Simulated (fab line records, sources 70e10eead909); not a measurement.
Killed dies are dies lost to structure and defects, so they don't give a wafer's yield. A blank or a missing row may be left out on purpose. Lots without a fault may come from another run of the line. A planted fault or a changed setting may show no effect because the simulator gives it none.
Which tool did it? | flow nand_harc | 24 lots, 72 wafers sampled, at 3 steps of a route of 1159

WHAT THE GAUGES READ, wafer by wafer
NHARC_A_M0_OVL_MEAS_10: pitch 160 nm.
lot  | measured     | on         | overlay_x_nm (nm) | overlay_y_nm (nm)
L074 | day 18 03:10 | overlay-02 | -2.2 -2.3 -2.4    | -1.3 -1.3 -0.7
L076 | day 18 03:56 | overlay-01 | -1.1 -1.0 -1.4    | 0.9 0.6 0.6
L075 | day 18 04:05 | overlay-02 | 0.2 -0.1 0.2      | -0.9 -1.1 -1.3
L077 | day 18 15:46 | overlay-02 | 2.2 2.0 1.6       | -1.1 -1.6 -1.4
L079 | day 18 16:32 | overlay-02 | -1.2 -1.0 -1.1    | -0.8 -1.1 -1.2
L078 | day 19 02:32 | overlay-01 | 1.6 1.8 2.2       | 0.5 0.7 0.8
L082 | day 19 09:50 | overlay-01 | -0.8 -0.2 -0.1    | 0.1 0.0 -0.3
L081 | day 19 12:04 | overlay-02 | -1.2 -0.9 -1.5    | 0.4 1.0 0.9
L080 | day 19 15:04 | overlay-02 | 0.1 0.6 0.0       | -0.3 -0.4 -0.5
L083 | day 20 00:53 | overlay-01 | 0.6 0.6 0.3       | -0.4 -0.8 0.0
L084 | day 20 05:49 | overlay-01 | 0.1 0.1 0.8       | -0.4 -0.3 -0.3
L088 | day 20 08:36 | overlay-02 | -0.2 -0.4 -0.7    | 0.7 0.7 1.1
L087 | day 20 09:25 | overlay-01 | -1.7 -1.6 -1.3    | 1.1 0.9 0.9
L086 | day 20 13:11 | overlay-02 | -1.0 -0.7 -0.8    | 0.9 1.2 1.2
L085 | day 20 22:26 | overlay-02 | -0.9 -1.4 -1.5    | 0.8 1.2 0.3
L089 | day 21 12:55 | overlay-02 | 0.9 0.4 0.8       | -1.5 -1.5 -0.8
L091 | day 21 18:02 | overlay-02 | -1.4 -1.9 -1.4    | 0.6 0.4 0.6
L090 | day 21 19:11 | overlay-02 | 0.2 0.5 0.4       | 0.2 0.3 0.2
L092 | day 21 19:27 | overlay-01 | -0.4 0.3 -0.1     | -0.4 -0.5 -0.2
L093 | day 22 03:38 | overlay-01 | -0.5 -0.4 -0.8    | 0.2 0.4 -0.6
L094 | day 22 04:43 | overlay-02 | 0.3 0.3 0.5       | 0.0 0.3 0.5
L095 | day 22 12:43 | overlay-01 | 1.1 1.5 1.2       | 0.3 0.1 0.5
L096 | day 22 12:53 | overlay-01 | 0.0 -0.2 0.0      | -1.0 -1.3 -0.8
L097 | day 23 23:14 | overlay-01 | -0.1 -0.5 -0.6    | 0.5 0.8 0.7

NHARC_A_M0_THK_MEAS_24: measures by xrf.
lot  | measured     | on            | thk_nm (nm)
L074 | day 18 05:36 | film_metro-02 | 114.1 115.7 110.8
L076 | day 18 06:22 | film_metro-01 | 115.2 111.7 114.3
L075 | day 18 06:40 | film_metro-01 | 115.3 115.2 113.5
L077 | day 18 18:11 | film_metro-02 | 112.5 114.4 114.0
L079 | day 18 18:58 | film_metro-02 | 115.4 114.1 114.3
L078 | day 19 05:17 | film_metro-01 | 113.2 112.4 114.8
L082 | day 19 12:35 | film_metro-01 | 114.6 113.0 111.4
L081 | day 19 14:31 | film_metro-01 | 113.4 113.8 115.5
L080 | day 19 17:42 | film_metro-02 | 115.5 110.7 111.6
L083 | day 20 03:25 | film_metro-02 | 113.8 114.3 112.5
L084 | day 20 08:16 | film_metro-02 | 114.4 111.5 111.0
L088 | day 20 11:02 | film_metro-02 | 116.5 112.7 116.2
L087 | day 20 11:52 | film_metro-01 | 115.6 114.8 112.4
L086 | day 20 15:36 | film_metro-02 | 114.9 112.2 113.2
L085 | day 21 00:52 | film_metro-02 | 114.3 113.4 113.1
L089 | day 21 15:25 | film_metro-02 | 113.7 114.8 113.4
L091 | day 21 20:28 | film_metro-01 | 113.8 113.8 112.5
L090 | day 21 21:39 | film_metro-01 | 115.2 110.4 115.2
L092 | day 21 21:52 | film_metro-01 | 114.9 114.5 115.7
L093 | day 22 06:03 | film_metro-01 | 113.3 114.7 113.2
L094 | day 22 07:08 | film_metro-01 | 113.8 116.0 114.9
L095 | day 22 15:08 | film_metro-02 | 115.4 114.7 116.0
L096 | day 22 15:27 | film_metro-01 | 112.5 114.4 114.5
L097 | day 24 01:46 | film_metro-02 | 111.7 111.6 116.0

WHICH TOOL RAN EACH LOT (tool, then ch and the chambers of the sampled wafers, then the start)
lot  | NHARC_A_CONTACT_ETCH_135
L074 | har_cap_etch-01 ch 0,1, day 17 04:34
L076 | har_cap_etch-01 ch 0,1, day 17 09:50
L075 | har_cap_etch-03 ch 0,1, day 17 12:25
L077 | har_cap_etch-02 ch 0,1, day 18 06:56
L079 | har_cap_etch-01 ch 0,1, day 18 08:03
L078 | har_cap_etch-01 ch 0,1, day 18 13:50
L082 | har_cap_etch-03 ch 0,1, day 19 01:02
L081 | har_cap_etch-01 ch 0,1, day 19 03:53
L080 | har_cap_etch-02 ch 0,1, day 19 06:58
L083 | har_cap_etch-03 ch 0, day 19 11:19
L084 | har_cap_etch-01 ch 0,1, day 19 12:42
L088 | har_cap_etch-02 ch 0,1, day 19 22:31
L087 | har_cap_etch-01 ch 0,1, day 19 23:09
L086 | har_cap_etch-02 ch 0,1, day 20 04:46
L085 | har_cap_etch-03 ch 0,1, day 20 10:25
L089 | har_cap_etch-03 ch 0,1, day 20 14:17
L091 | har_cap_etch-01 ch 0,1, day 20 19:46
L090 | har_cap_etch-03 ch 0,1, day 20 19:55
L092 | har_cap_etch-02 ch 0,1, day 21 04:02
L093 | har_cap_etch-01 ch 0,1, day 21 17:20
L094 | har_cap_etch-02 ch 0,1, day 21 17:50
L095 | har_cap_etch-03 ch 0,1, day 21 21:40
L096 | har_cap_etch-01 ch 0,1, day 21 22:32
L097 | har_cap_etch-02 ch 0,1, day 23 05:21
- NHARC_A_CONTACT_ETCH_135: etches the open film in C4F8/O2/Ar, time 132 s, target depth 1287 nm.

WHAT THE TOOLS THEMSELVES READ (means of the sampled wafers that have a number; where no wafer has one, the mark that the record gives instead)
NHARC_A_CONTACT_ETCH_135.
lot  | tool            | oes_air_line_au (a.u.)
L074 | har_cap_etch-01 | 1.017
L076 | har_cap_etch-01 | 1.002
L075 | har_cap_etch-03 | 0.987
L077 | har_cap_etch-02 | 0.977
L079 | har_cap_etch-01 | 1.004
L078 | har_cap_etch-01 | 1.025
L082 | har_cap_etch-03 | 0.982
L081 | har_cap_etch-01 | 0.981
L080 | har_cap_etch-02 | 1.009
L083 | har_cap_etch-03 | 0.983
L084 | har_cap_etch-01 | 0.978
L088 | har_cap_etch-02 | 0.985
L087 | har_cap_etch-01 | 0.998
L086 | har_cap_etch-02 | 1.005
L085 | har_cap_etch-03 | 0.993
L089 | har_cap_etch-03 | 0.992
L091 | har_cap_etch-01 | 0.999
L090 | har_cap_etch-03 | 1.009
L092 | har_cap_etch-02 | 0.985
L093 | har_cap_etch-01 | 1.000
L094 | har_cap_etch-02 | 1.000
L095 | har_cap_etch-03 | 0.979
L096 | har_cap_etch-01 | 1.017
L097 | har_cap_etch-02 | 1.012

THE ANSWER, worked out from the rows above alone
Rule: what is usual is taken from the lots themselves. Put in order of their means at a reading, lots are off if they are a third of the lots or fewer, leave a main group of 4 or more, and stand apart from it by a gap of 3 or more times the standard deviation of the main group's means; of several such gaps the widest counts. A main group whose means are all the same, to the digits that the tables above print for the reading, isn't used. A lot without any number at a reading at which 4 lots or more have one is off too. The other lots that the step has rows for count as sound. The gauges are gone through in route order, then the tools' own readings, and for those a lot's mean is taken as printed above. The first step at which some lot is off is used, and at that step the reading that is off furthest; a lot without a number counts as furthest.
No lot is off at any reading shown: from this, nothing can be told.

WHAT THE SIMULATOR HAD PUT IN
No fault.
